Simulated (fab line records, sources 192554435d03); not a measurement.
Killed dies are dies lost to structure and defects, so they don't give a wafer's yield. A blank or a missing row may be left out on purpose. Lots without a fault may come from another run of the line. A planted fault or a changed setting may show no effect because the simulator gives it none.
fab line records | flow n5_finfet | part 2 of 2: steps 21 to 31 of 31
record lots=5 wafers=15 last_day=17
route steps=1938 shown BEOL_M2@844
lots that met no fault: from a run of the same line without faults
start_h: hours from the record's first day to the start of the lot's first wafer shown | wait_h: hours since the lot's step before | " the same as in the row above | L1.1+2: a row that stands for several wafers | - no value, or no start given | * or withheld: withheld | < > ~ a bound
route shown NAME@n: a module of which the file shows steps, and the number in the route of the first | usual: mean/standard deviation of fault-free wafers | same: alike in all rows | chamber/n: place in a boat | sites: the reading at each site | _std_site: their standard deviation | _edge_site: outer sites' mean less inner sites' | radius_mm: how far each site lies from the wafer's centre | mask NAME#n: copy n | behind: the tool/chamber that last shaped the wafer | hold: why the lot was held/for how many hours/how that ended | device: the transistor (n, p or np) that didn't switch | end of line: the same wafers' tests at the end of the route | a step without rows: its recipe alone | killed: dies lost to structure and defects at the first sort, not the wafer's yield | map: a wafer's dies, x killed, . not, _ none there
set.NAME: the setting as run; set.NAME@STEP: as run at that earlier step | model.NAME: the simulator's own value behind a step, which no gauge read
lots at some steps of the route; a table a step, a row a wafer
services: from which hour (start_h, from the record's first day; less than 0 if before it) a tool's chamber was out of use, for how many hours, and why
## steps
# step N5_BEOL_M2_HM_OPEN_17
# recipe chemistry=Cl2/BCl3 target_depth_a=200 overetch_a=60 target=TiN mask_material=SOC ion_energy_ev=150 pressure_mtorr=10 icp_w=1000 bias_w=126 Cl2_flow_sccm=53.25 bcl3_flow_sccm=21.75 Ar_flow_sccm=25
# usual chamber_pressure_mTorr=10.000/0.0094 drypump_motor_current_A=5.9/0.6 oes_ar_750_au=0.71/0.091 oes_product_au=0.61/0.079 throttle_valve_pct=22.13/0.11
# columns lot.wafer tool chamber start_h wait_h chamber_pressure_mTorr drypump_motor_current_A oes_ar_750_au oes_product_au rf_hours_counter_h throttle_valve_pct
L074.2 rie_metal-02 0 132.25 0.0 10.005 6.6 0.76 0.67 34 22.05
L074.3 " 1 " " 9.998 6.1 0.72 0.63 - 21.98
L074.6 " 1 " " 9.992 6.1 0.71 0.62 - 21.98
L079.3 rie_metal-03 0 164.65 0.1 10.006 6.3 0.60 0.52 - 22.30
L079.5 " 0 " " 9.997 6.3 0.59 0.52 - 22.31
L079.6 " 1 " " 9.982 5.0 0.65 0.57 - 22.18
L080.1 rie_metal-02 1 170.73 0.0 9.991 6.1 0.70 0.62 58 22.00
L080.2 " 0 " " 10.017 6.5 0.76 0.67 37 22.05
L080.6 " 0 " " 9.989 6.5 0.76 0.65 - 22.06
L090.1 rie_metal-01 0 235.72 0.0 10.006 5.3 0.82 0.71 23 22.21
L090.4 " 0 " " 10.001 5.3 0.81 0.69 - 22.22
L090.6 " 0 " " 9.998 5.3 0.80 0.69 - 22.23
L097.3 rie_metal-03 1 270.06 0.1 10.003 5.0 0.64 0.56 - 22.19
L097.5 " 0 " " 10.021 6.3 0.95 0.83 - 22.01
L097.6 " 1 " " 10.010 5.0 0.64 0.56 - 22.21
# step N5_BEOL_M2_STRIP_19
# recipe chemistry=O2 power_w=400 temp_c=40 pressure_mtorr=30 rf_frequency_hz=6e+07 bias_power_w=0 overash_fraction=0.2 o2_flow_sccm=225
# usual chamber_pressure_mTorr=29.998/0.027 drypump_motor_current_A=5.9/0.43 oes_product_au=0.79/0.081 rf_vpp_V=3.6/0.48 showerhead_plenum_p_Torr=2.09/0.068 throttle_valve_pct=16.64/0.27
# columns lot.wafer tool chamber start_h wait_h chamber_pressure_mTorr drypump_motor_current_A oes_product_au rf_hours_counter_h rf_vpp_V showerhead_plenum_p_Torr throttle_valve_pct
L074.2 rie_diel-04 2 132.37 0.1 29.966 5.0 0.72 181 2.8 2.01 16.42
L074.3 " 3 " " 29.934 6.2 0.81 83 3.6 2.03 16.29
L074.6 " 1 " " 29.960 5.6 0.68 - 3.9 2.16 16.76
L079.3 rie_diel-04 1 164.73 0.1 30.018 5.6 0.69 234 3.9 2.16 16.79
L079.5 " 3 " " 29.973 6.2 0.81 - 3.4 2.02 16.30
L079.6 " 2 " " 29.976 5.0 0.72 - 3.3 2.00 16.46
L080.1 rie_diel-01 2 170.87 0.1 30.042 6.4 0.76 147 4.0 2.10 17.11
L080.2 " 1 " " 29.996 6.0 0.85 78 3.9 2.12 16.66
L080.6 " 2 " " 29.988 6.4 0.76 - 4.0 2.10 17.11
L090.1 rie_diel-01 1 235.88 0.1 29.990 6.0 0.82 107 3.6 2.11 16.72
L090.4 " 0 " " 30.004 5.7 0.72 196 3.5 2.08 16.45
L090.6 " 0 " " 30.007 5.7 0.72 - 3.2 2.08 16.46
L097.3 rie_diel-04 3 270.25 0.2 30.002 6.2 0.76 138 3.5 2.01 16.37
L097.5 " 1 " " 30.001 5.6 0.93 - 3.2 2.15 16.38
L097.6 " 0 " " 29.936 5.7 0.78 - 3.9 2.02 16.99
# step N5_BEOL_M2_CD_MEAS_18
# recipe pitch_nm=36 target_cd_nm=18
# usual cd_nm=17.97/0.29
# columns lot.wafer tool chamber start_h wait_h cd_nm
L074.2 cd_sem-02 - 132.44 0.1 17.85
L074.3 " - " " 18.05
L074.6 " - " " 17.87
L079.3 cd_sem-03 - 164.81 0.1 17.93
L079.5 " - " " 17.70
L079.6 " - " " 17.98
L080.1 cd_sem-01 - 170.94 0.0 17.90
L080.2 " - " " 17.26
L080.6 " - " " 17.87
L090.1 cd_sem-01 - 235.95 0.0 17.81
L090.4 " - " " 17.65
L090.6 " - " " 18.06
L097.3 cd_sem-01 - 270.33 0.1 17.59
L097.5 " - " " 17.69
L097.6 " - " " 17.88
# step N5_BEOL_M2_COAT_67
# recipe resist=SOC temp_c=250 time_s=60 spin_rpm=1500 resist_thk_nm=60
# usual plate_temp_C=250.02/0.18
# columns lot.wafer tool chamber start_h wait_h plate_temp_C
L074.2 litho_track-05 0 132.48 0.0 250.24
L074.3 " 0 " " 250.23
L074.6 " 0 " " 250.25
L079.3 litho_track-04 0 164.84 0.0 250.03
L079.5 " 0 " " 250.10
L079.6 " 0 " " 250.08
L080.1 litho_track-04 0 170.98 0.0 249.76
L080.2 " 0 " " 249.80
L080.6 " 0 " " 250.12
L090.1 litho_track-05 0 235.98 0.0 249.73
L090.4 " 0 " " 249.96
L090.6 " 0 " " 250.06
L097.3 litho_track-04 0 270.36 0.0 249.98
L097.5 " 0 " " 250.06
L097.6 " 0 " " 250.05
# step N5_BEOL_M2_COAT_68
# recipe resist=SiARC temp_c=220 time_s=60 spin_rpm=1500 resist_thk_nm=12
# usual plate_temp_C=220.00/0.16
# columns lot.wafer tool chamber start_h wait_h plate_temp_C
L074.2 litho_track-05 0 - - 219.71
L074.3 " 0 " " 220.07
L074.6 " 0 " " 220.18
L079.3 litho_track-04 0 - - 219.86
L079.5 " 0 " " 220.08
L079.6 " 0 " " 220.01
L080.1 litho_track-04 0 - - 220.13
L080.2 " 0 " " 219.99
L080.6 " 0 " " 219.96
L090.1 litho_track-05 0 - - 219.88
L090.4 " 0 " " 219.84
L090.6 " 0 " " 219.96
L097.3 litho_track-04 0 - - 219.80
L097.5 " 0 " " 220.03
L097.6 " 0 " " 219.75
# step N5_BEOL_M2_COAT_76
# recipe resist=underlayer temp_c=205 time_s=60 spin_rpm=1500 resist_thk_nm=5
# usual plate_temp_C=204.97/0.18
# columns lot.wafer tool chamber start_h wait_h plate_temp_C
L074.2 litho_track-05 0 - - 204.78
L074.3 " 0 " " 204.58
L074.6 " 0 " " 204.54
L079.3 litho_track-04 0 - - 205.18
L079.5 " 0 " " 204.79
L079.6 " 0 " " 204.74
L080.1 litho_track-04 0 - - 204.90
L080.2 " 0 " " 205.01
L080.6 " 0 " " 204.70
L090.1 litho_track-05 0 - - 205.24
L090.4 " 0 " " 205.30
L090.6 " 0 " " 205.15
L097.3 litho_track-04 0 - - 205.10
L097.5 " 0 " " 204.85
L097.6 " 0 " " 204.85
# step N5_BEOL_M2_COAT_22
# recipe resist=CAR-EUV spin_rpm=1500 resist_thk_nm=30
# columns lot.wafer tool chamber start_h wait_h
L074.2+3+6 litho_track-05 0 - -
L079.3+5+6 litho_track-04 0 - -
L080.1+2+6 litho_track-04 0 - -
L090.1+4+6 litho_track-05 0 - -
L097.3+5+6 litho_track-04 0 - -
# step N5_BEOL_M2_EBR_24
# recipe solvent=PGMEA ebr_width_mm=1.5
# columns lot.wafer tool chamber start_h wait_h
L074.2+3+6 litho_track-05 0 - -
L079.3+5+6 litho_track-04 0 - -
L080.1+2+6 litho_track-04 0 - -
L090.1+4+6 litho_track-05 0 - -
L097.3+5+6 litho_track-04 0 - -
# step N5_BEOL_M2_SOFTBAKE_23
# recipe temp_c=110 time_s=60 resist=CAR-EUV
# usual plate_temp_C=109.99/0.12
# columns lot.wafer tool chamber start_h wait_h plate_temp_C
L074.2 litho_track-05 0 - - 110.16
L074.3 " 0 " " 110.11
L074.6 " 0 " " 110.09
L079.3 litho_track-04 0 - - 109.82
L079.5 " 0 " " 109.92
L079.6 " 0 " " 109.93
L080.1 litho_track-04 0 - - 109.95
L080.2 " 0 " " 109.98
L080.6 " 0 " " 110.05
L090.1 litho_track-05 0 - - 110.19
L090.4 " 0 " " 110.23
L090.6 " 0 " " 110.21
L097.3 litho_track-04 0 - - 109.94
L097.5 " 0 " " 109.99
L097.6 " 0 " " 109.89
# step N5_BEOL_M2_EXPOSE_25
# recipe mask_id=V1 na=0.33 source_shape=quasar sigma_inner=0.2 sigma_outer=0.8 polarization=unpolarized defocus_nm=5 dose_mj=63
# same sigma_inner=0.2
# columns lot.wafer tool chamber start_h wait_h mask
L074.2+3+6 euv_scanner-01 0 132.62 - V1#0
L079.3+5+6 euv_scanner-01 0 165.00 - V1#0
L080.1+2+6 euv_scanner-01 0 171.11 - V1#0
L090.1+4+6 euv_scanner-02 0 236.25 - V1#0
L097.3+5+6 euv_scanner-02 0 270.53 - V1#0
# step N5_BEOL_M2_PEB_26
# recipe peb_temp_c=100 peb_time_s=60 resist=CAR-EUV
# usual plate_temp_C=99.98/0.13
# columns lot.wafer tool chamber start_h wait_h plate_temp_C
L074.2 litho_track-05 0 132.69 0.1 99.90
L074.3 " 0 " " 99.94
L074.6 " 0 " " 99.95
L079.3 litho_track-03 0 165.06 0.1 99.88
L079.5 " 0 " " 99.90
L079.6 " 0 " " 99.95
L080.1 litho_track-05 0 171.19 0.1 99.82
L080.2 " 0 " " 99.80
L080.6 " 0 " " 99.81
L090.1 litho_track-03 0 236.32 0.1 100.06
L090.4 " 0 " " 99.97
L090.6 " 0 " " 99.93
L097.3 litho_track-04 0 270.60 0.1 99.95
L097.5 " 0 " " 100.12
L097.6 " 0 " " 99.94
## services
# columns tool chamber start_h hours kind
rie_diel-03 - 109.52 28.1 pm
euv_scanner-01 - 111.16 1.0 pm
euv_scanner-02 - 125.75 1.0 pm
pvd_sputter-01 - 130.76 1.0 repair
euv_scanner-02 - 140.81 4.6 pm
rie_diel-01 0 143.31 8.5 repair
rie_diel-01 3 144.31 29.9 repair
euv_scanner-02 - 153.25 5.8 pm
rie_diel-03 2 156.59 4.1 repair
rie_metal-02 - 157.02 2.8 pm
euv_scanner-01 - 167.31 1.0 pm
rie_metal-01 - 172.34 15.6 pm
euv_scanner-02 - 177.38 1.3 repair
rie_diel-01 3 179.40 9.7 repair
euv_scanner-02 - 181.90 1.0 pm
rie_diel-01 3 189.25 4.4 repair
euv_scanner-01 - 208.50 4.6 pm
rie_diel-01 3 218.62 7.3 repair
euv_scanner-01 - 223.51 1.0 pm
rie_metal-02 - 234.31 0.4 repair
euv_scanner-02 - 238.05 1.0 pm
rie_metal-01 0 255.06 3.6 repair
euv_scanner-01 - 261.46 12.0 pm
rie_diel-04 0 264.37 1.6 repair
